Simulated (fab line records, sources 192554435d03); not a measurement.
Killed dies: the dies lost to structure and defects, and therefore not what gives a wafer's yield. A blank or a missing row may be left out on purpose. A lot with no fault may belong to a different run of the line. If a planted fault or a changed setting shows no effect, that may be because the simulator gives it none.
fab line records	flow n5-finfet
record: lots: 10	wafers: 30	last-day: 19
route steps=1938 shown MIM_TOP_LITHO@1850 MIM_TOP_ETCH@1851 PASSIVATION@1936
lots untouched by any fault: they come from a run of this same line in which no faults occurred
start-h: start of the lot's first displayed wafer, in hours after the record's first day	wait-h: hours elapsed since this lot's preceding step	" as in the row above	L1.1+2: a row that stands for several wafers	- either no value or no given start	* or withheld: withheld	< > ~ a bound
route shown NAME@n: names a module that has steps shown in the file, with the first one's number in the route	usual: the fault-free wafers' mean and standard deviation	same: alike in all rows	chamber/n: place in a boat	sites: readings site by site	_std_site: the values' standard deviation	_edge_site: the outer-site mean with the inner-site mean subtracted	radius-mm: for every site, how far away it sits from the centre of the wafer	mask NAME#n: copy n	behind: the tool/chamber that last shaped the wafer	hold: cause of the lot's hold/its duration in hours/its outcome	device: whichever transistor did not switch (one of n, p or np)	end of line: tests of these same wafers at the route's end	a step given without rows: its recipe and nothing more	killed: dies that structure and defects cost at the first sort, which is not the same as the wafer's yield	map: a wafer's dies, x killed, . not, _ none there
set.NAME: the setting the step ran with; set.NAME@STEP: the setting that earlier step ran with	model.NAME: the simulator's own value behind a step, which no gauge read
steps of the route over a sample of lots; a table a step, a row a wafer
services: the hour from which a tool's chamber was out of use, counted from the record's first day as start-h (under 0 if before that day), plus the number of hours and why
== steps ==
step: N5_MIM_TOP_LITHO_DESCUM_10
recipe: chemistry: O2	time-s: 7.9	source-power-w: 50	bias-power-w: 20	pressure-mtorr: 20	rf-frequency-hz: 2.712e+07	temp-c: 40	o2-flow-sccm: 225
usual: drypump-motor-current-A: 5.9/0.53	oes-product-au: 0.84/0.088	rf-vpp-V: 243.7/1.4	showerhead-plenum-p-Torr: 2.13/0.077	throttle-valve-pct: 20.3/0.3
same: time-s: 7.9
lot.wafer	tool	chamber	start-h	wait-h	drypump-motor-current-A	oes-product-au	rf-hours-counter-h	rf-vpp-V	showerhead-plenum-p-Torr	throttle-valve-pct
L479.3	rie-diel-06	2	334.50	0.0	6.1	0.96	7	244.1	2.16	20.3
L479.4	"	3	"	"	6.8	0.94	17	244.9	2.12	20.0
L479.6	"	2	"	"	6.2	0.96	-	244.7	2.16	20.4
L477.3	rie-diel-02	1	341.84	0.1	5.5	0.91	18	242.6	2.06	20.6
L477.4	"	2	"	"	5.2	0.89	37	243.7	2.04	20.2
L477.5	"	3	"	"	6.3	0.68	-	239.9	1.98	20.2
L480.2	rie-diel-03	0	343.76	0.0	4.9	0.84	58	242.7	2.04	20.2
L480.4	"	3	"	"	6.1	0.93	-	246.7	2.23	20.1
L480.6	"	0	"	"	4.9	0.84	-	243.6	2.04	20.2
L475.1	rie-diel-06	0	345.99	0.0	5.9	0.70	247	243.6	2.13	20.5
L475.4	"	0	"	"	5.9	0.70	-	244.4	2.13	20.5
L475.5	"	2	"	"	6.2	0.94	-	244.8	2.16	20.3
L486.2	rie-diel-02	1	372.17	0.0	5.5	0.88	30	241.5	2.06	20.7
L486.3	"	0	"	"	6.1	0.82	88	244.0	2.21	20.0
L486.4	"	1	"	"	5.5	0.89	-	243.3	2.06	20.7
L488.3	rie-diel-06	2	399.36	0.0	6.2	0.87	39	245.4	2.15	20.4
L488.5	"	3	"	"	6.8	0.87	-	244.0	2.11	20.0
L488.6	"	1	"	"	5.2	0.90	-	244.1	2.16	20.4
L489.1	rie-diel-06	1	400.15	0.0	5.3	0.91	18	242.6	2.16	20.4
L489.3	"	2	"	"	6.2	0.88	39	243.7	2.15	20.4
L489.4	"	2	"	"	6.2	0.87	-	244.1	2.15	20.4
L490.1	rie-diel-02	0	413.16	0.6	6.1	0.81	102	244.9	2.21	20.0
L490.2	"	3	"	"	6.3	0.93	9	244.4	2.23	19.9
L490.6	"	2	"	"	5.2	0.84	-	241.3	2.03	20.2
L492.1	rie-diel-03	2	416.74	0.0	5.6	0.99	3	245.5	2.23	20.1
L492.3	"	1	"	"	5.9	0.71	249	245.2	2.16	21.1
L492.6	"	3	"	"	6.1	0.88	-	244.6	2.22	20.1
L496.1	rie-diel-02	2	450.90	0.0	5.2	0.84	77	242.2	2.03	20.3
L496.2	"	0	"	"	6.1	0.79	116	244.6	2.20	20.0
L496.4	"	1	"	"	5.5	0.84	56	243.2	2.05	20.7
step: N5_MIM_TOP_ETCH_ETCH_00
recipe: chemistry: Cl2/BCl3	target: TiN	target-depth-a: 385	ion-energy-ev: 150	pressure-mtorr: 10	icp-w: 1000	bias-w: 126	Cl2_flow_sccm: 53.25	bcl3-flow-sccm: 21.75	Ar_flow_sccm: 25
usual: drypump-motor-current-A: 5.5/0.58	oes-product-au: 0.83/0.061	throttle-valve-pct: 22.66/0.26
lot.wafer	tool	chamber	start-h	wait-h	drypump-motor-current-A	oes-product-au	rf-hours-counter-h	throttle-valve-pct
L479.3	rie-metal-02	1	334.62	0.1	6.4	0.85	-	22.86
L479.4	"	0	"	"	4.8	0.93	-	22.37
L479.6	"	1	"	"	6.4	0.85	-	22.85
L477.3	rie-metal-02	0	341.97	0.1	4.9	0.90	-	22.37
L477.4	"	1	"	"	6.4	0.83	-	22.85
L477.5	"	1	"	"	6.4	0.83	-	22.85
L480.2	rie-metal-01	0	343.90	0.1	5.0	0.82	-	22.67
L480.4	"	0	"	"	4.9	0.82	-	22.68
L480.6	"	0	"	"	5.0	0.82	-	22.68
L475.1	rie-metal-01	0	346.08	0.1	5.0	0.82	35	22.65
L475.4	"	0	"	"	5.0	0.82	-	22.68
L475.5	"	0	"	"	5.0	0.82	-	22.68
L486.2	rie-metal-03	0	372.26	0.1	5.1	0.77	51	23.00
L486.3	"	1	"	"	6.0	0.93	-	22.33
L486.4	"	0	"	"	5.1	0.76	-	23.00
L488.3	rie-metal-01	0	399.48	0.1	4.9	0.80	-	22.68
L488.5	"	1	"	"	5.6	0.75	-	22.41
L488.6	"	0	"	"	4.9	0.81	-	22.69
L489.1	rie-metal-02	1	400.23	0.1	6.4	0.81	36	22.85
L489.3	"	0	"	"	4.8	0.89	-	22.39
L489.4	"	1	"	"	6.4	0.81	-	22.85
L490.1	rie-metal-02	1	413.24	0.1	6.4	0.81	38	22.85
L490.2	"	1	"	"	6.4	0.81	-	22.87
L490.6	"	1	"	"	6.3	0.81	-	22.87
L492.1	rie-metal-03	1	416.82	0.1	6.0	0.90	11	22.35
L492.3	"	1	"	"	6.0	0.90	-	22.36
L492.6	"	1	"	"	6.0	0.90	-	22.36
L496.1	rie-metal-03	1	450.99	0.1	6.0	0.89	13	22.36
L496.2	"	0	"	"	5.2	0.76	59	23.02
L496.4	"	1	"	"	6.0	0.88	-	22.36
step: N5_MIM_TOP_ETCH_STRIP_01
recipe: chemistry: O2	power-w: 600	temp-c: 60	pressure-mtorr: 30	rf-frequency-hz: 6e+07	bias-power-w: 0	overash-fraction: 0.5	o2-flow-sccm: 225
usual: drypump-motor-current-A: 5.7/0.49	oes-product-au: 0.82/0.079	rf-vpp-V: 3.7/1.6	showerhead-plenum-p-Torr: 2.08/0.07	throttle-valve-pct: 16.67/0.17
lot.wafer	tool	chamber	start-h	wait-h	drypump-motor-current-A	oes-product-au	rf-hours-counter-h	rf-vpp-V	showerhead-plenum-p-Torr	throttle-valve-pct
L479.3	rie-diel-04	0	334.76	0.1	5.8	0.94	13	5.6	2.04	16.51
L479.4	"	3	"	"	5.9	0.96	2	4.6	2.07	16.72
L479.6	"	2	"	"	5.5	0.71	-	3.6	1.98	16.51
L477.3	rie-diel-01	0	342.07	0.1	6.1	0.86	36	3.2	2.12	16.66
L477.4	"	3	"	"	6.3	0.85	-	2.8	2.01	16.58
L477.5	"	0	"	"	6.1	0.86	-	3.5	2.12	16.68
L480.2	rie-diel-05	0	344.12	0.2	4.7	0.69	245	2.9	2.16	17.00
L480.4	"	1	"	"	5.9	0.83	102	4.5	2.22	16.96
L480.6	"	1	"	"	5.9	0.83	-	3.2	2.22	16.96
L475.1	rie-diel-05	0	346.47	0.4	4.7	0.67	246	2.6	2.16	17.03
L475.4	"	2	"	"	5.5	0.73	190	2.3	2.02	16.89
L475.5	"	0	"	"	4.7	0.67	-	5.5	2.16	17.03
L486.2	rie-diel-01	3	372.57	0.3	6.3	0.82	90	3.7	2.01	16.56
L486.3	"	0	"	"	6.1	0.86	49	2.7	2.12	16.69
L486.4	"	1	"	"	6.1	0.98	3	2.1	2.17	16.35
L488.3	rie-diel-01	1	399.70	0.2	6.2	0.95	13	3.6	2.17	16.42
L488.5	"	3	"	"	6.3	0.82	-	3.4	2.00	16.63
L488.6	"	0	"	"	6.1	0.85	-	3.7	2.12	16.73
L489.1	rie-diel-05	2	400.37	0.1	5.5	0.73	209	3.3	2.01	16.93
L489.3	"	0	"	"	4.7	0.96	8	3.9	2.16	16.54
L489.4	"	1	"	"	5.9	0.82	122	3.8	2.21	17.04
L490.1	rie-diel-01	3	413.51	0.2	6.3	0.81	103	1.0	2.00	16.62
L490.2	"	2	"	"	5.1	0.77	113	3.0	2.12	16.62
L490.6	"	1	"	"	6.2	0.95	-	4.5	2.17	16.41
L492.1	rie-diel-01	2	416.98	0.1	5.1	0.76	115	3.5	2.12	16.65
L492.3	"	1	"	"	6.2	0.94	18	0.4	2.17	16.48
L492.6	"	1	"	"	6.2	0.93	-	6.5	2.17	16.40
L496.1	rie-diel-01	0	451.32	0.3	6.1	0.82	68	2.9	2.11	16.71
L496.2	"	3	"	"	6.3	0.79	113	1.3	2.00	16.63
L496.4	"	2	"	"	5.1	0.76	123	2.7	2.12	16.64
step: N5_MIM_TOP_ETCH_PECVD_03
recipe: material: SiNx	target-thk-a: 200	temp-c: 400	precursor: SiH4/NH3/N2	pressure-torr: 1.5	rf-w: 300	time-s: 17.6
usual: chamber-pressure-Torr: 1.500/0.0031	heater-power-outer-w: 481/56	heater-power-w: 797/82	showerhead-plenum-p-Torr: 5.13/0.088	throttle-valve-pct: 39.7/2.2	time-s: 17.6/0
lot.wafer	tool	chamber	start-h	wait-h	chamber-pressure-Torr	heater-power-outer-w	heater-power-w	showerhead-plenum-p-Torr	since-wet-clean-h	throttle-valve-pct	time-s
L479.3	pecvd-02	0	334.82	-	-	-	-	-	-	-	-
L479.4	"	0	"	"	-	-	-	-	-	-	-
L479.6	"	1	"	"	-	-	-	-	-	-	-
L477.3	pecvd-02	0	342.13	-	-	-	-	-	-	-	-
L477.4	"	0	"	"	-	-	-	-	-	-	-
L477.5	"	1	"	"	-	-	-	-	-	-	-
L480.2	pecvd-02	0	344.18	-	1.505	507	786	5.18	1411	41.7	17.6
L480.4	"	1	"	"	1.498	535	844	5.21	-	39.4	17.6
L480.6	"	2	"	"	1.496	432	826	4.95	-	40.8	17.6
L475.1	pecvd-02	2	346.54	-	1.499	444	836	4.96	659	40.9	17.6
L475.4	"	0	"	"	1.489	557	837	5.21	-	41.7	17.6
L475.5	"	2	"	"	1.502	459	819	4.97	-	40.9	17.6
L486.2	pecvd-02	2	372.63	-	1.501	517	920	4.96	685	41.0	17.6
L486.3	"	1	"	"	1.504	510	795	5.23	-	39.8	17.6
L486.4	"	2	"	"	1.502	499	907	4.96	-	40.9	17.6
L488.3	pecvd-03	2	399.76	-	1.501	498	814	5.18	531	36.2	17.6
L488.5	"	1	"	"	1.501	396	709	5.08	-	38.9	17.6
L488.6	"	0	"	"	1.499	499	774	5.13	-	42.6	17.6
L489.1	pecvd-03	1	400.44	-	1.497	386	699	5.10	2011	38.6	17.6
L489.3	"	0	"	"	1.507	488	795	5.14	1286	42.5	17.6
L489.4	"	1	"	"	1.502	379	720	5.07	-	38.6	17.6
L490.1	pecvd-03	1	413.57	-	1.498	435	769	5.09	2024	38.7	17.6
L490.2	"	2	"	"	1.498	417	716	5.19	545	36.2	17.6
L490.6	"	2	"	"	1.500	427	729	5.19	-	36.2	17.6
L492.1	pecvd-02	0	417.04	-	1.502	615	909	5.20	1483	41.5	17.6
L492.3	"	2	"	"	1.501	483	893	4.95	-	41.1	17.6
L492.6	"	0	"	"	1.503	602	911	5.20	-	41.6	17.6
L496.1	pecvd-02	2	451.39	-	1.502	498	894	4.96	764	41.1	17.6
L496.2	"	0	"	"	1.500	615	889	5.19	1518	41.6	17.6
L496.4	"	0	"	"	1.502	587	891	5.18	-	41.5	17.6
step: N5_PASSIVATION_PROBE_49
usual: defect-limited-yield: 91.4/1.2	killed_at_M0_to_M3: 35/11	killed_at_M4_up: 14/6	killed-at-contacts: 12/6.7	killed-at-front-end: 37/9.7	killed-at-other: 3.5/2.5	killed-dies: 102/15	killed-open: 67/12	killed-short: 33/7.3	sort_bin_5_function: 5.1/0.81	sort_bin_6_memory: 3.2/0.65	sort-n-pass: 1078/15	sort-yield-pct: 91.4/1.2
same: gross-dies: 1180	killed-at-back-side: 0	sort_bin_4_leakage[%]: 0	sort_bin_8_speed[%]: 0
lot.wafer	tool	chamber	start-h	wait-h	defect-limited-yield[%]	killed_at_M0_to_M3	killed_at_M4_up	killed-at-contacts	killed-at-front-end	killed-at-other	killed-dies	killed-open	killed-short	sort_bin_5_function[%]	sort_bin_6_memory[%]	sort-n-pass	sort-yield-pct[%]
L477.3	prober-01	-	353.66	0.1	93.7	9	14	3	44	4	74	52	22	3.4	2.6	1106	93.7
L477.4	prober-01	-	353.71	0.2	91.6	32	15	13	35	4	99	65	31	5.3	3.1	1081	91.6
L477.5	prober-01	-	353.76	0.2	92.7	27	11	10	37	1	86	49	36	4.2	2.9	1094	92.7
L486.2	prober-02	-	381.59	0.3	91.3	32	30	12	25	4	103	70	33	5.6	2.8	1077	91.3
L486.4	prober-02	-	381.69	0.4	93.7	31	10	4	28	1	74	46	27	3.8	2.3	1106	93.7
L488.3	prober-02	-	408.47	0.1	91.0	36	13	15	40	2	106	66	40	5.3	3.1	1074	91.0
L488.5	prober-02	-	408.57	0.2	92.5	27	15	10	36	1	89	58	31	3.8	3.1	1091	92.5
L488.6	prober-02	-	408.62	0.3	91.7	40	18	8	29	3	98	62	35	4.8	3.1	1082	91.7
L489.1	prober-01	-	416.27	0.0	92.0	37	5	21	23	8	94	55	38	4.2	3.2	1086	92.0
L489.3	prober-01	-	416.37	0.1	92.0	27	10	9	39	9	94	57	37	4.0	3.7	1086	92.0
L489.4	prober-01	-	416.42	0.2	91.2	34	16	8	35	11	104	69	35	5.4	3.4	1076	91.2
L490.1	prober-01	-	422.01	0.0	92.3	36	7	16	29	3	91	59	32	4.6	2.8	1089	92.3
L490.2	prober-01	-	422.06	0.1	89.1	52	17	19	30	11	129	91	37	7.1	3.5	1051	89.1
L490.6	prober-01	-	422.26	0.3	93.1	25	19	4	30	3	81	50	29	4.2	2.6	1099	93.1
L492.1	prober-02	-	425.76	0.0	90.0	40	9	19	47	3	118	62	56	5.6	4.1	1062	90.0
L492.3	prober-02	-	425.86	0.1	88.6	64	10	10	49	2	135	97	38	6.8	4.3	1045	88.6
L492.6	prober-02	-	426.01	0.3	91.4	52	9	7	27	7	102	70	32	4.8	3.6	1078	91.4
killed by level:class
L477.3 FIN_SAQP:geometric-particle:open=14 STI_FIN_REVEAL:geometric-particle:open=7 BEOL_M4:geometric-particle:open=7 FIN_SAQP:geometric-particle:short=6 STARTING-WAFER:geometric-particle:open=4 ILD0:geometric-particle:open=3 BEOL_M0_SAQP:geometric-particle:open=3 ILD0:geometric-particle:short=2
L477.4 FIN_SAQP:geometric-particle:open=14 BEOL_M3:geometric-particle:open=11 MOL_CONTACT_COAG:geometric-particle:open=9 BEOL_M2:geometric-particle:open=6 GATE_CUT:geometric-particle:short=5 BEOL_M0_SAQP:geometric-particle:short=5 BEOL_M4:geometric-particle:open=5 MOL_CONTACT_COAG:geometric-particle:short=4
L477.5 FIN_SAQP:geometric-particle:short=9 MOL_CONTACT_COAG:geometric-particle:open=9 BEOL_M0_SAQP:geometric-particle:short=8 GATE_CUT:geometric-particle:short=7 BEOL_M2:geometric-particle:open=6 FIN_SAQP:geometric-particle:open=5 STI_FIN_REVEAL:geometric-particle:open=5 ILD0:geometric-particle:short=3
L486.2 BEOL_M4:geometric-particle:open=14 MOL_CONTACT_COAG:geometric-particle:open=11 BEOL_M0_SAQP:geometric-particle:short=10 BEOL_M3:geometric-particle:open=6 FIN_SAQP:geometric-particle:open=5 STI_FIN_REVEAL:geometric-particle:open=5 FIN_SAQP:geometric-particle:short=4 BEOL_M0_SAQP:geometric-particle:open=4
L486.4 FIN_SAQP:geometric-particle:short=9 BEOL_M0_SAQP:geometric-particle:open=5 BEOL_M1:geometric-particle:open=5 BEOL_M3:geometric-particle:open=5 FIN_SAQP:geometric-particle:open=4 STI_FIN_REVEAL:geometric-particle:open=4 BEOL_M0:geometric-particle:open=4 BEOL_M2:geometric-particle:open=4
L488.3 MOL_CONTACT_COAG:geometric-particle:open=15 FIN_SAQP:geometric-particle:short=10 FIN_SAQP:geometric-particle:open=9 GATE_CUT:geometric-particle:short=9 BEOL_M3:geometric-particle:open=8 BEOL_M2:geometric-particle:open=8 BEOL_M0_SAQP:geometric-particle:short=6 BEOL_M4:geometric-particle:open=6
L488.5 FIN_SAQP:geometric-particle:open=9 BEOL_M0_SAQP:geometric-particle:short=8 BEOL_M4:geometric-particle:open=8 MOL_CONTACT_COAG:geometric-particle:open=7 BEOL_M1:geometric-particle:open=7 GATE_CUT:geometric-particle:short=5 BEOL_M3:geometric-particle:open=5 STARTING-WAFER:geometric-particle:short=5
L488.6 BEOL_M1:geometric-particle:open=12 FIN_SAQP:geometric-particle:open=8 BEOL_M0_SAQP:geometric-particle:open=7 FIN_SAQP:geometric-particle:short=6 MOL_CONTACT_COAG:geometric-particle:open=6 BEOL_M4:geometric-particle:open=6 BEOL_M3:geometric-particle:open=5 BEOL_M2:geometric-particle:open=5
L489.1 MOL_CONTACT_COAG:geometric-particle:open=15 BEOL_M0_SAQP:geometric-particle:open=13 BEOL_M0_SAQP:geometric-particle:short=11 STARTING-WAFER:geometric-particle:short=7 MOL_CONTACT_COAG:geometric-particle:short=6 FIN_SAQP:geometric-particle:open=4 STI_FIN_REVEAL:geometric-particle:open=3 BEOL_M0:geometric-particle:open=3
L489.3 STI_FIN_REVEAL:geometric-particle:open=11 BEOL_M3:geometric-particle:open=10 FIN_SAQP:geometric-particle:open=7 BEOL_M0_SAQP:geometric-particle:short=6 BEOL_M4:geometric-particle:open=6 STARTING-WAFER:geometric-particle:short=6 FIN_SAQP:geometric-particle:short=5 MOL_CONTACT_COAG:geometric-particle:open=5
L489.4 BEOL_M0_SAQP:geometric-particle:open=13 STI_FIN_REVEAL:geometric-particle:open=11 BEOL_M0_SAQP:geometric-particle:short=8 MOL_CONTACT_COAG:geometric-particle:open=7 BEOL_M4:geometric-particle:open=6 FIN_SAQP:geometric-particle:short=5 FIN_SAQP:geometric-particle:open=5 DUMMY_GATE:geometric-particle:open=5
L490.1 BEOL_M0_SAQP:geometric-particle:open=14 MOL_CONTACT_COAG:geometric-particle:open=12 BEOL_M0_SAQP:geometric-particle:short=8 BEOL_M1:geometric-particle:open=6 DUMMY_GATE:geometric-particle:open=4 MOL_CONTACT_COAG:geometric-particle:short=4 GATE_CUT:geometric-particle:open=4 BEOL_M3:geometric-particle:open=4
L490.2 MOL_CONTACT_COAG:geometric-particle:open=15 BEOL_M0_SAQP:geometric-particle:short=13 BEOL_M2:geometric-particle:open=13 BEOL_M0_SAQP:geometric-particle:open=12 BEOL_M4:geometric-particle:open=10 STI_FIN_REVEAL:geometric-particle:open=8 DUMMY_GATE:geometric-particle:open=7 FIN_SAQP:geometric-particle:open=5
L490.6 BEOL_M0_SAQP:geometric-particle:short=8 FIN_SAQP:geometric-particle:open=7 STI_FIN_REVEAL:geometric-particle:open=6 BEOL_M0_SAQP:geometric-particle:open=6 BEOL_M4:geometric-particle:open=6 FIN_SAQP:geometric-particle:short=5 BEOL_M3:geometric-particle:open=3 DUMMY_GATE:geometric-particle:open=3
L492.1 MOL_CONTACT_COAG:geometric-particle:open=16 BEOL_M0_SAQP:geometric-particle:short=16 BEOL_M0_SAQP:geometric-particle:open=14 FIN_SAQP:geometric-particle:short=10 STARTING-WAFER:geometric-particle:short=7 GATE_CUT:geometric-particle:short=5 BEOL_M4:geometric-particle:open=5 FIN_SAQP:geometric-particle:open=4
L492.3 BEOL_M0_SAQP:geometric-particle:open=16 BEOL_M1:geometric-particle:open=12 BEOL_M0_SAQP:geometric-particle:short=10 FIN_SAQP:geometric-particle:open=9 STI_FIN_REVEAL:geometric-particle:open=9 BEOL_M3:geometric-particle:open=9 DUMMY_GATE:geometric-particle:open=8 MOL_CONTACT_COAG:geometric-particle:open=8
L492.6 BEOL_M0_SAQP:geometric-particle:open=17 BEOL_M0_SAQP:geometric-particle:short=9 BEOL_M3:geometric-particle:open=8 BEOL_M1:geometric-particle:open=7 GATE_CUT:geometric-particle:open=6 BEOL_M3:geometric-particle:short=5 FIN_SAQP:geometric-particle:open=4 MOL_CONTACT_COAG:geometric-particle:open=4
== services ==
tool	chamber	start-h	hours	kind
pecvd-02	1	314.06	5.5	scheduled-down
rie-metal-02	-	325.49	1.1	repair
rie-diel-02	-	336.28	0.6	repair
rie-metal-01	1	339.18	17.2	repair
rie-metal-03	0	339.98	5.8	repair
pecvd-02	0	355.07	39.7	repair
pecvd-02	1	366.88	2.1	scheduled-down
rie-metal-01	1	374.88	1.7	repair
rie-diel-01	0	378.42	9.6	repair
rie-diel-05	3	378.97	14.3	repair
rie-diel-05	0	379.15	1.6	repair
rie-metal-02	0	383.10	15.2	repair
rie-diel-06	0	391.80	48.8	repair
pecvd-02	1	394.72	-	clean
pecvd-02	1	394.72	-	consumable-replace:showerhead
pecvd-02	1	394.72	29.0	scheduled-down
pecvd-02	1	394.72	29.0	vent-cycle
rie-diel-04	0	399.11	26.0	repair
rie-diel-04	2	402.36	8.4	repair
rie-diel-06	1	404.37	14.4	repair
rie-metal-02	0	408.68	5.2	repair
rie-diel-05	3	430.73	9.2	repair
rie-diel-05	0	449.83	7.7	repair
rie-diel-03	3	451.02	2.2	repair
== key ==
first-sign: step: N5_MIM_TOP_ETCH_PECVD_03	reading: tool-record	direction: missing
effect none on later readings
met-at N5_MIM_TOP_ETCH_PECVD_03
struck-lots L477,L479
not-acting-at N5_MIM_TOP_LITHO_DESCUM_10,N5_MIM_TOP_ETCH_ETCH_00,N5_MIM_TOP_ETCH_STRIP_01
fault: kind: skipped-step-whole	tool: pecvd-02	chamber: -	onset-h: 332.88	steps: N5_MIM_TOP_ETCH_PECVD_03	scope: struck-lots-only
